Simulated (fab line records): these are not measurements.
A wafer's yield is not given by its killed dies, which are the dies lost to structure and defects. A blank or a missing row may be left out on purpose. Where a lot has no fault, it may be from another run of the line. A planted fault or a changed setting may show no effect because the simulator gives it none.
Matching of chambers | flow n5-finfet | 3 sister chambers for N5_BEOL_M5_ILD_DEP_00 on pecvd-03
The step deposits SiCOH lowk from DEMS/porogen, target thk 140.64 nm, time 25.9 s. 6 wafers are shown with their chamber, then 10 later ones without.

## WAFERS, EACH WITH ITS CHAMBER
wafer  | chamber | showerhead-vpp-V (V) | throttle-valve-pct (%)
L080.4 | 0       | 1361                 | 13.3
L081.6 | 0       | 1401                 | 13.0
L083.4 | 1       | 1478                 | 13.7
L083.5 | 2       | 1448                 | 13.1
L085.3 | 1       | 1466                 | 13.7
L085.5 | 2       | 1480                 | 13.3

## WAFERS MISSING THEIR CHAMBER
wafer  | showerhead-vpp-V (V) | throttle-valve-pct (%)
L085.6 | 1474                 | 13.4
L084.1 | 1394                 | 13.4
L084.2 | 1457                 | 13.1
L084.6 | 1461                 | 13.4
L091.1 | 1461                 | 13.6
L091.2 | 1444                 | 13.3
L091.3 | 1355                 | 13.0
L094.1 | 1483                 | 14.0
L094.3 | 1453                 | 13.1
L094.4 | 1402                 | 13.1

## WHICH CHAMBER EACH WENT THROUGH
wafer  | from the rows above          | in truth
L085.6 | can't be placed: 2 or 1      | 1
L084.1 | can't be placed: 0 or 2      | 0
L084.2 | 2                            | 2
L084.6 | can't be placed: 2 or 1      | 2
L091.1 | can't be placed: 1 or 2      | 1
L091.2 | can't be placed: 2 or 1 or 0 | 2
L091.3 | 0                            | 0
L094.1 | 1                            | 1
L094.3 | 2                            | 2
L094.4 | can't be placed: 0 or 2      | 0
Placed correctly: 4 of 10. Unplaceable from these rows: 6, with the true chamber sitting among the candidates in 6. 0 placed wrongly.
How it was worked out, from the rows above alone: a wafer's distance from a chamber is the root of the sum, over the readings, of the square of ((its reading less the chamber's mean) divided by the reading's scatter). If the next closest chamber is less than 2 further off than the closest, the wafer can't be placed; otherwise it belongs to the closest. A chamber's mean is the mean of its shown wafers. The scatter: take each reading less its chamber's mean, square it, sum over the shown wafers, divide by the number of wafers less the number of chambers, and take the root.
